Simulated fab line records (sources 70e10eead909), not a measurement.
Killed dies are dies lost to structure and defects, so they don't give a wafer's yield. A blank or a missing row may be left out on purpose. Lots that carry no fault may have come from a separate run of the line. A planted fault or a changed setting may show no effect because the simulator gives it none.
Chamber matching :: flow nand_harc :: 4 sister chambers for NHARC_A_STAIRCASE_CMP_472 on cmp-03
The step polishes SiO2. 8 wafers are shown with their chamber, then 7 later ones without.

## WAFERS PAIRED WITH THEIR CHAMBERS
wafer: L078.4
chamber: 2
motor_current_A (A): 11.4

wafer: L085.5
chamber: 2
motor_current_A (A): 11.9

wafer: L085.6
chamber: 3
motor_current_A (A): 12.7

wafer: L086.1
chamber: 1
motor_current_A (A): 13.1

wafer: L086.3
chamber: 0
motor_current_A (A): 14.8

wafer: L086.5
chamber: 3
motor_current_A (A): 12.9

wafer: L087.1
chamber: 1
motor_current_A (A): 13.1

wafer: L087.2
chamber: 0
motor_current_A (A): 15.3

## WAFERS WHOSE CHAMBER IS MISSING
wafer: L087.3
motor_current_A (A): 12.5

wafer: L090.1
motor_current_A (A): 13.8

wafer: L090.3
motor_current_A (A): 12.8

wafer: L090.5
motor_current_A (A): 15.2

wafer: L092.1
motor_current_A (A): 13.7

wafer: L092.3
motor_current_A (A): 12.7

wafer: L092.4
motor_current_A (A): 14.5

## CHAMBER TAKEN BY EACH
wafer: L087.3
from the rows above: can't be placed: 3 or 1
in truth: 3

wafer: L090.1
from the rows above: can't be placed: 1 or 3
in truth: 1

wafer: L090.3
from the rows above: can't be placed: 3 or 1
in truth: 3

wafer: L090.5
from the rows above: 0
in truth: 0

wafer: L092.1
from the rows above: can't be placed: 1 or 3
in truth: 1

wafer: L092.3
from the rows above: can't be placed: 3 or 1
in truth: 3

wafer: L092.4
from the rows above: 0
in truth: 0
Correct placement for 2 of the 7. Not placeable from these rows: 5 (in 5, the candidates include the true chamber). Wrongly placed: 0.
How it was worked out, from the rows above alone: a wafer's distance from a chamber is the root of the sum, over the readings, of the square of ((its reading less the chamber's mean) divided by the reading's scatter). If the next closest chamber is less than 2 further off than the closest, the wafer can't be placed; otherwise it belongs to the closest. A chamber's mean is the mean of its shown wafers. The scatter is the square root of a quotient: the sum, over the shown wafers, of each reading's squared deviation from its chamber's mean, divided by wafers minus chambers.
